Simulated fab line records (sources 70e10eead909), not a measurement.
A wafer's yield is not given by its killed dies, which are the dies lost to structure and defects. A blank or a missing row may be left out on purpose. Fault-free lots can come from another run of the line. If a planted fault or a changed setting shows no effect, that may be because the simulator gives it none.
Chamber matching :: flow nand-harc :: 3 sister chambers for NHARC_A_ONON_D1_DEP_33 on pecvd-02
The step deposits SiO2, target thk 200 nm. 14 wafers are shown with their chamber, then 7 later ones without.

WAFERS, EACH WITH ITS CHAMBER
wafer: L222.2
chamber: 1
heater-power-w (W): 702
throttle-valve-pct (%): 15.9
mfc-precursor-sccm (sccm): 161.1

wafer: L222.3
chamber: 0
heater-power-w (W): 427
throttle-valve-pct (%): 15.6
mfc-precursor-sccm (sccm): 161.6

wafer: L222.4
chamber: 1
heater-power-w (W): 714
throttle-valve-pct (%): 15.9
mfc-precursor-sccm (sccm): 160.8

wafer: L224.2
chamber: 2
heater-power-w (W): 588
throttle-valve-pct (%): 16.3
mfc-precursor-sccm (sccm): 161.0

wafer: L224.3
chamber: 1
heater-power-w (W): 695
throttle-valve-pct (%): 15.7
mfc-precursor-sccm (sccm): 161.7

wafer: L224.6
chamber: 1
heater-power-w (W): 720
throttle-valve-pct (%): 15.7
mfc-precursor-sccm (sccm): 160.5

wafer: L225.2
chamber: 2
heater-power-w (W): 596
throttle-valve-pct (%): 16.2
mfc-precursor-sccm (sccm): 161.5

wafer: L225.3
chamber: 1
heater-power-w (W): 654
throttle-valve-pct (%): 16.0
mfc-precursor-sccm (sccm): 160.9

wafer: L225.4
chamber: 0
heater-power-w (W): 477
throttle-valve-pct (%): 15.6
mfc-precursor-sccm (sccm): 160.7

wafer: L229.1
chamber: 0
heater-power-w (W): 474
throttle-valve-pct (%): 15.1
mfc-precursor-sccm (sccm): 161.5

wafer: L229.3
chamber: 1
heater-power-w (W): 702
throttle-valve-pct (%): 15.5
mfc-precursor-sccm (sccm): 161.0

wafer: L229.5
chamber: 1
heater-power-w (W): 729
throttle-valve-pct (%): 15.5
mfc-precursor-sccm (sccm): 161.6

wafer: L242.1
chamber: 0
heater-power-w (W): 528
throttle-valve-pct (%): 15.1
mfc-precursor-sccm (sccm): 160.6

wafer: L242.3
chamber: 2
heater-power-w (W): 459
throttle-valve-pct (%): 15.6
mfc-precursor-sccm (sccm): 161.7

SIGNATURES (averages over the wafers above)
reading: heater-power-w
chamber 0: 476.50
chamber 1: 702.29
chamber 2: 547.67
scatter within a chamber: 43.2

reading: throttle-valve-pct
chamber 0: 15.350
chamber 1: 15.743
chamber 2: 16.033
scatter within a chamber: 0.265

reading: mfc-precursor-sccm
chamber 0: 161.100
chamber 1: 161.086
chamber 2: 161.400
scatter within a chamber: 0.446
Rule: for each reading, subtract the chamber's mean from the wafer's reading, divide by that reading's scatter and square the result; add these up over the readings and take the root, which gives the wafer's distance from the chamber. The wafer belongs to the nearest chamber; if the next one is less than 2 further off, it can't be placed. The scatter is the square root of a quotient: the sum, over the shown wafers, of each reading's squared deviation from its chamber's mean, divided by wafers minus chambers.

WAFERS WITH NO CHAMBER GIVEN
wafer: L242.4
heater-power-w (W): 527
throttle-valve-pct (%): 15.2
mfc-precursor-sccm (sccm): 161.4

wafer: L244.3
heater-power-w (W): 535
throttle-valve-pct (%): 15.4
mfc-precursor-sccm (sccm): 160.8

wafer: L244.5
heater-power-w (W): 608
throttle-valve-pct (%): 15.9
mfc-precursor-sccm (sccm): 161.2

wafer: L244.6
heater-power-w (W): 473
throttle-valve-pct (%): 15.9
mfc-precursor-sccm (sccm): 161.4

wafer: L245.1
heater-power-w (W): 416
throttle-valve-pct (%): 15.6
mfc-precursor-sccm (sccm): 161.9

wafer: L245.3
heater-power-w (W): 698
throttle-valve-pct (%): 15.9
mfc-precursor-sccm (sccm): 161.1

wafer: L245.4
heater-power-w (W): 716
throttle-valve-pct (%): 16.1
mfc-precursor-sccm (sccm): 161.3

WHICH CHAMBER EACH ONE RAN IN
wafer: L242.4
from the rows above: can't be placed: 0 or 2
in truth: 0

wafer: L244.3
from the rows above: can't be placed: 0 or 2
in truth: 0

wafer: L244.5
from the rows above: can't be placed: 2 or 1
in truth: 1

wafer: L244.6
from the rows above: can't be placed: 2 or 0
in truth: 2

wafer: L245.1
from the rows above: can't be placed: 0 or 2
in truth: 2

wafer: L245.3
from the rows above: 1
in truth: 1

wafer: L245.4
from the rows above: 1
in truth: 1
Correct placement for 2 of the 7. From these rows, 5 cannot be placed; in 5 the true chamber is one of the candidates. Wrongly placed: 0.
